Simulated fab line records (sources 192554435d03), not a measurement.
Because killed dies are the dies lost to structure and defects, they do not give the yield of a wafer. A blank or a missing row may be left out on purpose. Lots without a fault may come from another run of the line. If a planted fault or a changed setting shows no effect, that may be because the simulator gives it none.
Which tool did it?    flow n5Finfet    10 lots with 27 wafers sampled at 5 steps, on a route of 1938 steps

== WHAT EACH GAUGE READ, for each wafer ==
N5_BEOL_M1_RS_MEAS_58: the measuring method here is four-point-probe. Usual: M1_RS gives 0.67 ohm/sq (standard deviation 0.033).
lot   measured      on            M1_RS (ohm/sq)  flag
L867  day 6 19:18   filmMetro-02  0.71 0.65 0.62  
L871  day 7 08:42   filmMetro-02  0.66 0.61 0.61  
L875  day 8 22:13   filmMetro-01  0.68 0.67       
L878  day 9 07:41   filmMetro-02  0.72 0.64       
L880  day 9 15:24   filmMetro-01  0.76 0.64       
L884  day 11 03:16  filmMetro-01  0.72 0.67 0.66  
L888  day 12 00:02  filmMetro-02  0.69 0.63 0.70  
L887  day 12 00:05  filmMetro-01  0.70 0.68 0.68  
L890  day 12 01:56  filmMetro-02  0.67 0.63 0.62  
L889  day 12 01:56  filmMetro-01  0.69 0.67 0.66  

N5_BEOL_M4_RC_MEAS_101. Usual: DIBL_N 36.4 mV/V, standard deviation 1.6; DIBL_P 35.9 mV/V, standard deviation 2; IOFF_N 0.152 nA/um, standard deviation 0.03; IOFF_P 0.20 nA/um, standard deviation 0.032; ION_N 670 uA/um, standard deviation 12; ION_P 459 uA/um, standard deviation 7.3; SS_N 71.6 mV/dec, standard deviation 0.55; SS_P 73.2 mV/dec, standard deviation 0.69; VT_N 251 mV, standard deviation 3.5; VT_P -252 mV, standard deviation 3.2.
lot   measured      on         DIBL_N (mV/V)   DIBL_P (mV/V)   IOFF_N (nA/um)     IOFF_P (nA/um)  ION_N (uA/um)  ION_P (uA/um)  SS_N (mV/dec)   SS_P (mV/dec)   VT_N (mV)    VT_P (mV)       flag
L867  day 8 00:49   prober-01  35.4 36.6 37.7  34.2 36.3 38.0  0.131 0.148 0.168  0.21 0.23 0.26  669 671 678    466 463 474    70.9 70.6 71.4  72.6 73.3 73.8  251 251 248  -247 -247 -246  
L871  day 9 05:32   prober-01  37.2 35.7 34.9  37.4 35.0 35.2  0.177 0.148 0.142  0.22 0.19 0.18  688 679 678    468 459 460    72.4 71.9 71.8  73.6 72.8 72.6  247 251 251  -248 -252 -250  
L875  day 10 08:53  prober-02  35.3 36.9       32.6 34.5       0.123 0.152        0.17 0.19       661 680        459 468        70.9 71.7       72.8 73.0       254 251      -255 -255       
L878  day 11 00:14  prober-02  36.0 38.8       33.9 37.8       0.134 0.198        0.17 0.24       659 688        455 470        70.7 71.3       73.4 74.6       252 245      -251 -250       
L880  day 11 01:50  prober-01  37.7 36.0       38.5 35.9       0.175 0.139        0.23 0.19       684 661        468 456        73.0 71.8       74.5 73.3       250 253      -248 -254       
L884  day 12 19:14  prober-01  35.1 36.5 36.9  34.8 37.0 36.8  0.137 0.164 0.167  0.18 0.22 0.22  665 690 677    457 466 467    71.3 71.9 72.7  72.7 71.8 73.3  253 248 251  -251 -249 -251  
L888  day 13 16:52  prober-01  35.5 37.1 37.3  34.9 37.8 36.7  0.136 0.177 0.158  0.17 0.21 0.20  653 669 661    444 451 451    71.0 71.6 71.6  72.5 73.4 72.5  253 249 251  -254 -251 -252  
L887  day 13 18:13  prober-02  35.5 33.3 32.5  34.6 32.0 31.6  0.143 0.106 0.095  0.17 0.14 0.14  661 646 644    452 449 448    71.1 71.1 70.4  73.7 71.9 72.4  252 258 255  -251 -256 -253  
L890  day 13 18:51  prober-01  35.6 35.7 34.8  34.2 34.9 32.8  0.128 0.124 0.117  0.16 0.16 0.14  659 668 654    445 458 447    71.3 71.0 71.2  73.0 73.4 72.5  255 254 256  -257 -258 -261  
L889  day 13 23:13  prober-02  35.3 36.3 34.5  35.4 35.6 35.5  0.135 0.160 0.127  0.19 0.20 0.20  671 667 664    458 452 464    71.7 72.3 71.1  73.6 73.2 73.2  255 253 254  -253 -252 -251  

== TOOL THAT RAN EACH LOT (tool first, then ch and the chambers of the sampled wafers, then the start) ==
lot   N5_BEOL_M2_PECVD_72              N5_BEOL_M2_ETCH_63                 N5_BEOL_M2_HM_OPEN_17
L867  pecvd-01 ch 0,1,2, day 6 19:28   rieDiel-04 ch 1,2,3, day 6 22:13   rieMetal-02 ch 0,1, day 6 22:25
L871  pecvd-01 ch 0,2, day 7 08:53     rieDiel-03 ch 2,3, day 7 12:26     rieMetal-02 ch 0,1, day 7 12:40
L875  pecvd-02 ch 2, day 8 22:23       rieDiel-03 ch 0,2, day 8 23:30     rieMetal-01 ch 0,1, day 8 23:44
L878  pecvd-01 ch 2, day 9 07:51       rieDiel-03 ch 1,2, day 9 10:26     rieMetal-03 ch 1, day 9 10:39
L880  pecvd-01 ch 0,2, day 9 15:34     rieDiel-03 ch 0,3, day 9 17:12     rieMetal-03 ch 0,1, day 9 17:26
L884  pecvd-01 ch 0,1, day 11 03:28    rieDiel-01 ch 0,1,3, day 11 06:14  rieMetal-02 ch 0,1, day 11 06:26
L888  pecvd-01 ch 0,1, day 12 00:11    rieDiel-03 ch 1,2, day 12 02:57    rieMetal-02 ch 0,1, day 12 03:09
L887  pecvd-04 ch 0,2, day 12 00:15    rieDiel-04 ch 0,2,3, day 12 03:08  rieMetal-03 ch 0,1, day 12 03:20
L890  pecvd-04 ch 0,1,2, day 12 02:05  rieDiel-04 ch 0,2,3, day 12 03:31  rieMetal-03 ch 0,1, day 12 03:44
L889  pecvd-01 ch 0,2, day 12 02:07    rieDiel-03 ch 0,1,2, day 12 03:33  rieMetal-03 ch 0,1, day 12 03:49
- N5_BEOL_M2_PECVD_72: deposits SiO2 from TEOS/O2, target thk 16 nm, time 18 s.
- N5_BEOL_M2_ETCH_63: etches SiARC in CF4, target depth 15.6 nm, time 26 s.
- N5_BEOL_M2_HM_OPEN_17: chemistry Cl2/BCl3, target TiN, target depth 20 nm, overetch 6 nm.

== AS READ BY THE TOOLS THEMSELVES (means over the sampled wafers that have a number; for cases with no such wafer, the mark the record gives instead) ==
N5_BEOL_M2_PECVD_72. Usual: heaterPowerW 645 W, standard deviation 94; showerheadPlenumPTorr 8.79 Torr, standard deviation 0.066; showerheadVppV 1304 V, standard deviation 64; throttleValvePct 22.8 %, standard deviation 2.
lot   tool      heaterPowerW (W)  showerheadPlenumPTorr (Torr)  showerheadVppV (V)  throttleValvePct (%)  flag
L867  pecvd-01  678               8.81                          1331                22.0                  
L871  pecvd-01  661               8.75                          1316                20.4                  
L875  pecvd-02  734               8.76                          1413                21.0                  
L878  pecvd-01  830               8.82                          1335                20.4                  
L880  pecvd-01  734               8.78                          1332                20.6                  
L884  pecvd-01  618               8.84                          1350                23.6                  
L888  pecvd-01  525               8.78                          1319                22.1                  
L887  pecvd-04  575               8.79                          1215                22.8                  
L890  pecvd-04  586               8.80                          1226                23.2                  
L889  pecvd-01  765               8.79                          1332                20.7                  

N5_BEOL_M2_ETCH_63. Usual: drypumpMotorCurrentA 5.7 A, standard deviation 0.54; etchRfOnTimeS 26.0 s, standard deviation 0.57; oesProductAu 0.66 a.u., standard deviation 0.07; rfVppV 183.9 V, standard deviation 1.3; showerheadPlenumPTorr 2.13 Torr, standard deviation 0.075; throttleValvePct 15.62 %, standard deviation 0.16.
lot   tool        drypumpMotorCurrentA (A)  etchRfOnTimeS (s)  oesProductAu (a.u.)  rfVppV (V)  showerheadPlenumPTorr (Torr)  throttleValvePct (%)  flag
L867  rieDiel-04  5.8                       26.3               0.63                 184.9       2.13                          15.66                 
L871  rieDiel-03  5.7                       26.3               0.63                 184.0       2.15                          15.72                 
L875  rieDiel-03  5.7                       33.5               0.61                 184.9       2.21                          15.60                 OFF
L878  rieDiel-03  6.2                       33.8               0.55                 183.2       2.09                          15.64                 OFF
L880  rieDiel-03  4.9                       32.8               0.64                 184.5       2.21                          15.66                 OFF
L884  rieDiel-01  5.6                       26.3               0.63                 182.8       2.08                          15.71                 
L888  rieDiel-03  6.2                       26.3               0.60                 183.3       2.10                          15.69                 
L887  rieDiel-04  5.5                       25.1               0.76                 184.0       2.15                          15.41                 
L890  rieDiel-04  5.5                       24.9               0.76                 184.3       2.15                          15.41                 
L889  rieDiel-03  5.9                       25.9               0.64                 183.8       2.15                          15.63                 

N5_BEOL_M2_HM_OPEN_17. Usual: drypumpMotorCurrentA 5.6 A, standard deviation 0.37; oesProductAu 0.70 a.u., standard deviation 0.08; throttleValvePct 22.27 %, standard deviation 0.21.
lot   tool         drypumpMotorCurrentA (A)  oesProductAu (a.u.)  throttleValvePct (%)  flag
L867  rieMetal-02  5.4                       0.57                 22.68                 
L871  rieMetal-02  5.3                       0.63                 22.49                 
L875  rieMetal-01  6.2                       0.68                 22.02                 
L878  rieMetal-03  5.4                       0.71                 22.18                 
L880  rieMetal-03  5.5                       0.74                 22.27                 
L884  rieMetal-02  5.4                       0.78                 22.30                 
L888  rieMetal-02  5.3                       0.76                 22.31                 
L887  rieMetal-03  5.5                       0.71                 22.23                 
L890  rieMetal-03  5.5                       0.72                 22.28                 
L889  rieMetal-03  5.5                       0.71                 22.24                 

== THE ANSWER, worked out from the rows above alone ==
Rule: lot off if the mean of its wafers having a number is beyond 3 standard deviations from the usual mean. Also off: a lot with no number at a reading for which 4 or more lots have one. All remaining lots with rows at the step are treated as sound. After the gauges, taken in route order, come the tools' own readings; for these a lot's mean is taken, as printed above. At the first step where some lot is off, the reading lying furthest off is the one used; lots without a number count as furthest.
Off, at N5_BEOL_M2_ETCH_63 on etchRfOnTimeS: L875, L878, L880.
A tool fits if, at that step or a process step before it, it ran every lot that is off, and no sound lot after the first of them. Not one of the candidates tried fits.

== WHAT THE SIMULATOR HAD INSERTED ==
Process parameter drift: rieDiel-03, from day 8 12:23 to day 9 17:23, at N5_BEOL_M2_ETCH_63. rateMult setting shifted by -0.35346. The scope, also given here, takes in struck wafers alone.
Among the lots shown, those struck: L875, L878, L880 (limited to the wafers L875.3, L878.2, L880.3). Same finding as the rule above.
